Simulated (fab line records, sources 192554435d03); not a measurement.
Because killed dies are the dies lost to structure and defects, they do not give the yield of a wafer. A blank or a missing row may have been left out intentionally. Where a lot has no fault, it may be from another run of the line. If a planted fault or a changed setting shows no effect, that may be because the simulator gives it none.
Which tool did it? | flow n5-finfet | 72 wafers from 24 lots sampled at 6 of the route's 1938 steps

== WHAT THE GAUGES SHOWED, per wafer ==
N5_BEOL_M15_INSPECT_55: inspects for defects (darkfield). Usual: raw-defect-count 72, standard deviation 27.
lot  | measured     | on                | raw-defect-count | flag
L076 | day 12 06:13 | defect-inspect-02 | 73 88 83         |
L074 | day 12 13:01 | defect-inspect-01 | 85 87 58         |
L075 | day 12 13:55 | defect-inspect-01 | 100 59 98        |
L077 | day 12 23:53 | defect-inspect-01 | 46 48 57         |
L078 | day 13 10:31 | defect-inspect-02 | 190 84 134       |
L079 | day 13 11:29 | defect-inspect-02 | 44 69 44         |
L080 | day 13 13:00 | defect-inspect-01 | 36 52 40         |
L081 | day 13 19:34 | defect-inspect-01 | 105 75 131       |
L083 | day 14 06:25 | defect-inspect-02 | 38 66 51         |
L084 | day 14 12:19 | defect-inspect-01 | 88 113 80        |
L082 | day 14 20:52 | defect-inspect-01 | 131 87 122       |
L085 | day 14 21:08 | defect-inspect-02 | 49 45 56         |
L086 | day 14 21:17 | defect-inspect-01 | 62 60 52         |
L087 | day 15 01:24 | defect-inspect-02 | 55 54 57         |
L089 | day 15 06:28 | defect-inspect-01 | 43 96 86         |
L088 | day 15 20:07 | defect-inspect-02 | 47 67 49         |
L092 | day 15 21:50 | defect-inspect-01 | 61 55 59         |
L091 | day 15 22:24 | defect-inspect-01 | 105 43 63        |
L090 | day 16 00:58 | defect-inspect-02 | 44 40 53         |
L093 | day 16 01:49 | defect-inspect-02 | 74 47 102        |
L094 | day 16 20:18 | defect-inspect-01 | 32 44 72         |
L095 | day 17 03:55 | defect-inspect-01 | 64 116 161       |
L096 | day 17 08:30 | defect-inspect-01 | 78 74 127        |
L097 | day 17 11:35 | defect-inspect-01 | 29 56 45         |

N5_MIM_TOP_LITHO_CD_MEAS_08 targets a cd of 2000 nm. Usual: cd-nm 2000.6 nm, standard deviation 1.5.
lot  | measured     | on        | cd-nm (nm)           | flag
L076 | day 12 08:38 | cd-sem-03 | 1998.7 1998.5 1997.7 |
L074 | day 12 16:49 | cd-sem-02 | 2000.6 1997.6 1999.1 |
L075 | day 12 18:41 | cd-sem-01 | 2000.2 1999.5 1999.9 |
L077 | day 13 04:53 | cd-sem-02 | 2002.8 2001.4 2000.3 |
L078 | day 13 12:41 | cd-sem-01 | 2002.8 2002.5 2000.4 |
L079 | day 13 13:36 | cd-sem-03 | 2002.1 2001.9 2001.1 |
L080 | day 13 15:31 | cd-sem-02 | 2001.6 1998.9 2000.8 |
L081 | day 13 23:27 | cd-sem-03 | 2001.3 2001.0 2002.3 |
L083 | day 14 10:31 | cd-sem-03 | 1999.6 1997.7 1998.6 |
L084 | day 14 14:49 | cd-sem-03 | 2000.6 2000.6 2000.4 |
L082 | day 14 23:47 | cd-sem-03 | 2002.1 2002.7 2002.0 |
L085 | day 15 00:02 | cd-sem-01 | 2002.7 1999.7 1999.9 |
L086 | day 15 00:12 | cd-sem-02 | 2001.1 2001.0 2000.9 |
L087 | day 15 04:35 | cd-sem-03 | 2001.5 2001.3 2001.4 |
L089 | day 15 10:30 | cd-sem-01 | 2001.3 2000.5 2000.7 |
L088 | day 16 00:19 | cd-sem-01 | 1999.1 2001.3 2000.7 |
L092 | day 16 00:31 | cd-sem-01 | 1999.9 2002.4 2002.3 |
L091 | day 16 03:29 | cd-sem-03 | 2000.9 1999.8 1999.5 |
L090 | day 16 05:02 | cd-sem-02 | 1998.4 2001.8 2001.0 |
L093 | day 16 05:18 | cd-sem-03 | 2003.0 2000.9 2001.4 |
L094 | day 16 23:23 | cd-sem-02 | 2000.4 2000.2 2001.2 |
L095 | day 17 08:04 | cd-sem-02 | 2002.9 2000.7 2002.5 |
L096 | day 17 11:37 | cd-sem-03 | 1998.4 1997.2 1999.8 |
L097 | day 17 18:02 | cd-sem-03 | 1999.3 2002.3 1998.4 |

N5_MIM_TOP_LITHO_OVL_MEAS_11. Usual: MIM_TOP_OVL typically reads 2 nm, with standard deviation 6.
lot  | measured     | on         | MIM_TOP_OVL (nm) | flag
L076 | day 12 08:40 | overlay-02 | 1 9 4            |
L074 | day 12 16:51 | overlay-01 | 4 -1 2           |
L075 | day 12 18:43 | overlay-01 | -1 7 13          |
L077 | day 13 04:55 | overlay-02 | -6 4 -7          |
L078 | day 13 12:43 | overlay-01 | 7 12 10          |
L079 | day 13 13:37 | overlay-02 | 7 9 2            |
L080 | day 13 15:33 | overlay-01 | 4 5 7            |
L081 | day 13 23:29 | overlay-02 | 4 6 3            |
L083 | day 14 10:32 | overlay-02 | 10 4 15          |
L084 | day 14 14:51 | overlay-02 | 5 -9 -8          |
L082 | day 14 23:49 | overlay-01 | 4 -6 2           |
L085 | day 15 00:04 | overlay-01 | -9 -1 -3         |
L086 | day 15 00:14 | overlay-02 | 3 12 2           |
L087 | day 15 04:37 | overlay-01 | 0 -4 -4          |
L089 | day 15 10:32 | overlay-02 | -10 -8 -12       |
L088 | day 16 00:21 | overlay-02 | -6 3 -1          |
L092 | day 16 00:33 | overlay-01 | 2 5 -5           |
L091 | day 16 03:31 | overlay-01 | 0 3 -5           |
L090 | day 16 05:04 | overlay-01 | 7 9 7            |
L093 | day 16 05:20 | overlay-01 | 0 -2 -10         |
L094 | day 16 23:25 | overlay-01 | 2 -3 -1          |
L095 | day 17 08:05 | overlay-02 | 6 1 18           |
L096 | day 17 11:38 | overlay-02 | 0 2 2            |
L097 | day 17 18:04 | overlay-01 | 8 -1 4           |

N5_PASSIVATION_CD_MEAS_30 targets a cd of 4000 nm. Usual: cd-nm 3999.8 nm, standard deviation 2.2.
lot  | measured     | on        | cd-nm (nm)           | flag
L076 | day 12 13:23 | cd-sem-03 | 4003.3 4000.8 4001.1 |
L074 | day 12 22:30 | cd-sem-03 | 4003.5 4002.5 4000.6 |
L075 | day 12 22:28 | cd-sem-01 | 3998.2 3997.4 3994.7 |
L077 | day 13 09:23 | cd-sem-01 | 3994.6 3996.8 3998.0 |
L078 | day 13 17:08 | cd-sem-03 | 3999.8 3998.1 4000.8 |
L079 | day 13 17:35 | cd-sem-01 | 3995.5 4000.1 3995.9 |
L080 | day 13 21:48 | cd-sem-02 | 3998.1 3999.6 4001.8 |
L081 | day 14 06:25 | cd-sem-03 | 4001.7 3999.0 4001.6 |
L083 | day 14 14:46 | cd-sem-01 | 4003.1 4002.0 3999.6 |
L084 | day 14 19:22 | cd-sem-02 | 4001.8 4004.6 3999.6 |
L082 | day 15 04:10 | cd-sem-01 | 3999.7 4000.1 4001.5 |
L085 | day 15 05:31 | cd-sem-03 | 4000.1 3997.7 4000.6 |
L086 | day 15 05:22 | cd-sem-03 | 3995.2 3997.6 3999.3 |
L087 | day 15 08:22 | cd-sem-02 | 4001.6 4001.5 3999.9 |
L089 | day 15 15:59 | cd-sem-01 | 3996.0 3998.1 3999.1 |
L088 | day 16 05:04 | cd-sem-01 | 4001.5 4000.6 3996.6 |
L092 | day 16 05:22 | cd-sem-02 | 3998.0 3997.2 4000.6 |
L091 | day 16 09:41 | cd-sem-01 | 4000.2 4000.4 3999.9 |
L090 | day 16 14:38 | cd-sem-03 | 4001.7 4000.3 3999.6 |
L093 | day 16 10:16 | cd-sem-03 | 3995.5 4000.9 4000.2 |
L094 | day 17 03:43 | cd-sem-03 | 4000.9 3999.2 3997.4 |
L095 | day 17 17:48 | cd-sem-01 | 4003.4 4003.0 4001.8 |
L096 | day 17 17:52 | cd-sem-03 | 4001.9 4002.4 4000.5 |
L097 | day 17 22:04 | cd-sem-01 | 3997.2 3999.3 4000.1 |

== TOOL THAT RAN EACH LOT (tool first, then ch and the chambers of the sampled wafers, then the start) ==
lot  | N5_BEOL_M15_ETCH_61                | N5_MIM_BOT_ETCH_ETCH_04
L076 | rie-diel-02 ch 1,2, day 12 03:30   | rie-diel-03 ch 0,1,2, day 12 10:11
L074 | rie-diel-02 ch 0,2, day 12 07:50   | rie-diel-03 ch 0,1,2, day 12 17:50
L075 | rie-diel-04 ch 0,1,2, day 12 08:21 | rie-diel-03 ch 0,2,3, day 12 19:35
L077 | rie-diel-06 ch 0,2,3, day 12 19:45 | rie-diel-01 ch 0,1, day 13 06:27
L078 | rie-diel-06 ch 0,2,3, day 13 08:20 | rie-diel-01 ch 0,2,3, day 13 14:10
L079 | rie-diel-06 ch 1,2,3, day 13 08:57 | rie-diel-03 ch 0,2,3, day 13 14:40
L080 | rie-diel-04 ch 0,2, day 13 10:53   | rie-diel-03 ch 0,3, day 13 16:32
L081 | rie-diel-06 ch 1,2, day 13 16:35   | rie-diel-01 ch 0,3, day 14 00:32
L083 | rie-diel-02 ch 0,1, day 14 02:52   | rie-diel-03 ch 2,3, day 14 11:35
L084 | rie-diel-04 ch 0,2,3, day 14 10:05 | rie-diel-05 ch 0,2,3, day 14 15:49
L082 | rie-diel-04 ch 0,2, day 14 13:47   | rie-diel-01 ch 2,3, day 15 00:49
L085 | rie-diel-04 ch 0,2, day 14 14:17   | rie-diel-03 ch 2,3, day 15 01:03
L086 | rie-diel-04 ch 0,1,2, day 14 14:41 | rie-diel-03 ch 0,3, day 15 01:13
L087 | rie-diel-06 ch 2,3, day 14 22:31   | rie-diel-03 ch 0,1,2, day 15 05:38
L089 | rie-diel-04 ch 0,1,2, day 15 04:06 | rie-diel-03 ch 1,2,3, day 15 11:46
L088 | rie-diel-04 ch 0,2,3, day 15 15:56 | rie-diel-01 ch 0,1,3, day 16 01:23
L092 | rie-diel-02 ch 1,2, day 15 16:06   | rie-diel-01 ch 0,1,2, day 16 01:33
L091 | rie-diel-04 ch 0,2, day 15 19:53   | rie-diel-05 ch 2,3, day 16 04:40
L090 | rie-diel-04 ch 1,3, day 15 20:07   | rie-diel-03 ch 0,2,3, day 16 06:04
L093 | rie-diel-06 ch 2,3, day 15 23:34   | rie-diel-03 ch 0,2, day 16 06:25
L094 | rie-diel-04 ch 0,1, day 16 18:04   | rie-diel-01 ch 0,1, day 17 00:24
L095 | rie-diel-04 ch 1,2,3, day 17 01:24 | rie-diel-05 ch 0,1,3, day 17 10:03
L096 | rie-diel-06 ch 0,1,2, day 17 03:47 | rie-diel-03 ch 0,3, day 17 12:30
L097 | rie-diel-02 ch 1,2, day 17 07:36   | rie-diel-03 ch 0,3, day 17 19:05
- N5_BEOL_M15_ETCH_61: etches BARC in N2/H2, target depth 89 nm, overetch 26.7 nm, time 67.9 s.
- N5_MIM_BOT_ETCH_ETCH_04: etches SiNx in CF4/O2, target depth 26 nm, time 13 s.

== WHAT THE TOOLS THEMSELVES READ (means of the sampled wafers that have a number; where no wafer has one, the mark that the record gives instead) ==
N5_BEOL_M15_ETCH_61. Usual: drypump-motor-current-A 5.4 A, standard deviation 0.42; oes-product-au 0.70 a.u., standard deviation 0.069; rf-vpp-V 525.1 V, standard deviation 2.3; showerhead-plenum-p-Torr 2.58 Torr, standard deviation 0.076; throttle-valve-pct 17.81 %, standard deviation 0.29.
lot  | tool        | drypump-motor-current-A (A) | oes-product-au (a.u.) | rf-vpp-V (V) | showerhead-plenum-p-Torr (Torr) | throttle-valve-pct (%) | flag
L076 | rie-diel-02 | 5.7                         | 0.67                  | 526.7        | 2.64                            | 17.82                  |
L074 | rie-diel-02 | 5.6                         | 0.64                  | 525.6        | 2.64                            | 18.05                  |
L075 | rie-diel-04 | 5.4                         | 0.70                  | 524.4        | 2.57                            | 17.76                  |
L077 | rie-diel-06 | 4.8                         | 0.65                  | 524.1        | 2.58                            | 18.05                  |
L078 | rie-diel-06 | 4.8                         | 0.65                  | 524.5        | 2.58                            | 18.07                  |
L079 | rie-diel-06 | 5.1                         | 0.69                  | 525.8        | 2.60                            | 17.88                  |
L080 | rie-diel-04 | 5.5                         | 0.72                  | 525.8        | 2.58                            | 17.57                  |
L081 | rie-diel-06 | 5.1                         | 0.73                  | 525.9        | 2.62                            | 17.83                  |
L083 | rie-diel-02 | 5.9                         | 0.74                  | 528.5        | 2.68                            | 17.49                  |
L084 | rie-diel-04 | 5.6                         | 0.67                  | 524.3        | 2.58                            | 17.86                  |
L082 | rie-diel-04 | 5.5                         | 0.72                  | 525.1        | 2.57                            | 17.59                  |
L085 | rie-diel-04 | 5.3                         | 0.70                  | 524.6        | 2.58                            | 17.67                  |
L086 | rie-diel-04 | 5.4                         | 0.68                  | 524.4        | 2.56                            | 17.79                  |
L087 | rie-diel-06 | 4.7                         | 0.76                  | 527.5        | 2.67                            | 17.85                  |
L089 | rie-diel-04 | 5.4                         | 0.67                  | 523.3        | 2.56                            | 17.81                  |
L088 | rie-diel-04 | 5.6                         | 0.74                  | 525.2        | 2.58                            | 17.73                  |
L092 | rie-diel-02 | 5.7                         | 0.77                  | 526.5        | 2.63                            | 17.58                  |
L091 | rie-diel-04 | 5.3                         | 0.69                  | 524.7        | 2.57                            | 17.69                  |
L090 | rie-diel-04 | 5.6                         | 0.67                  | 525.0        | 2.55                            | 18.03                  |
L093 | rie-diel-06 | 4.7                         | 0.73                  | 527.8        | 2.66                            | 17.88                  |
L094 | rie-diel-04 | 5.5                         | 0.68                  | 524.0        | 2.55                            | 17.73                  |
L095 | rie-diel-04 | 5.5                         | 0.69                  | 524.4        | 2.56                            | 17.92                  |
L096 | rie-diel-06 | 5.1                         | 0.73                  | 527.3        | 2.61                            | 17.77                  |
L097 | rie-diel-02 | 5.8                         | 0.74                  | 527.4        | 2.65                            | 17.37                  |

N5_MIM_BOT_ETCH_ETCH_04. Usual: O2_flow_sccm 10.000 sccm, standard deviation 0.029; cf4-flow-sccm 100.0 sccm, standard deviation 0.3; drypump-motor-current-A 5.7 A, standard deviation 0.33; oes-product-au 0.80 a.u., standard deviation 0.088; rf-vpp-V 240 V, standard deviation 5.6; showerhead-plenum-p-Torr 2.19 Torr, standard deviation 0.064; throttle-valve-pct 15.89 %, standard deviation 0.17.
lot  | tool        | O2_flow_sccm (sccm) | cf4-flow-sccm (sccm) | drypump-motor-current-A (A) | oes-product-au (a.u.) | rf-vpp-V (V) | showerhead-plenum-p-Torr (Torr) | throttle-valve-pct (%) | flag
L076 | rie-diel-03 | 10.017              | 100.1                | 5.5                         | 0.74                  | 243          | 2.23                            | 15.92                  |
L074 | rie-diel-03 | 9.994               | 100.3                | 5.5                         | 0.74                  | 243          | 2.23                            | 15.92                  |
L075 | rie-diel-03 | 9.993               | 99.9                 | 5.5                         | 0.73                  | 240          | 2.19                            | 15.87                  |
L077 | rie-diel-01 | 10.005              | 99.9                 | 5.9                         | 0.78                  | 238          | 2.16                            | 15.86                  |
L078 | rie-diel-01 | 10.023              | 100.0                | 5.7                         | 0.90                  | 235          | 2.16                            | 15.96                  |
L079 | rie-diel-03 | 9.998               | 100.2                | 5.5                         | 0.72                  | 239          | 2.19                            | 15.89                  |
L080 | rie-diel-03 | 9.999               | 99.8                 | 5.8                         | 0.72                  | 240          | 2.22                            | 15.89                  |
L081 | rie-diel-01 | 10.002              | 99.9                 | 5.6                         | 0.94                  | 235          | 2.17                            | 15.95                  |
L083 | rie-diel-03 | 9.991               | 99.9                 | 5.5                         | 0.74                  | 235          | 2.13                            | 15.81                  |
L084 | rie-diel-05 | 9.990               | 100.2                | 5.7                         | 0.85                  | 247          | 2.29                            | 16.09                  |
L082 | rie-diel-01 | 9.963               | 99.9                 | 5.6                         | 0.89                  | 236          | 2.16                            | 16.05                  |
L085 | rie-diel-03 | 9.989               | 100.4                | 5.5                         | 0.74                  | 235          | 2.13                            | 15.82                  |
L086 | rie-diel-03 | 10.022              | 100.1                | 5.8                         | 0.72                  | 240          | 2.22                            | 15.92                  |
L087 | rie-diel-03 | 10.007              | 100.1                | 5.5                         | 0.72                  | 242          | 2.22                            | 15.96                  |
L089 | rie-diel-03 | 9.996               | 99.9                 | 5.5                         | 0.74                  | 239          | 2.16                            | 15.87                  |
L088 | rie-diel-01 | 10.004              | 100.2                | 5.8                         | 0.88                  | 238          | 2.16                            | 15.78                  |
L092 | rie-diel-01 | 10.005              | 100.0                | 5.8                         | 0.87                  | 239          | 2.15                            | 15.82                  |
L091 | rie-diel-05 | 10.017              | 100.4                | 6.1                         | 0.88                  | 249          | 2.31                            | 15.93                  |
L090 | rie-diel-03 | 9.994               | 100.1                | 5.5                         | 0.71                  | 239          | 2.18                            | 15.92                  |
L093 | rie-diel-03 | 10.010              | 100.1                | 5.3                         | 0.69                  | 242          | 2.21                            | 16.01                  |
L094 | rie-diel-01 | 10.022              | 99.7                 | 5.9                         | 0.83                  | 238          | 2.15                            | 15.77                  |
L095 | rie-diel-05 | 9.999               | 99.9                 | 5.8                         | 0.93                  | 246          | 2.27                            | 15.84                  |
L096 | rie-diel-03 | 10.003              | 99.8                 | 5.8                         | 0.88                  | 240          | 2.21                            | 15.63                  |
L097 | rie-diel-03 | 9.968               | 100.0                | 5.8                         | 0.88                  | 241          | 2.21                            | 15.65                  |

== THE ANSWER, worked out from the rows above alone ==
Rule: a lot counts as off when the mean over its wafers that have a number is more than 3 standard deviations away from the usual mean. A lot without any number at a reading at which 4 lots or more have one is off too. Where the step has rows for the other lots, those lots are counted as sound. First the gauges in route order, then the tools' own readings, where a lot's mean is used as printed above. At the first step where some lot is off, the reading lying furthest off is the one used; lots without a number count as furthest.
No lot is off at any reading shown: from this, nothing can be told.

== WHAT THE SIMULATOR PUT IN ==
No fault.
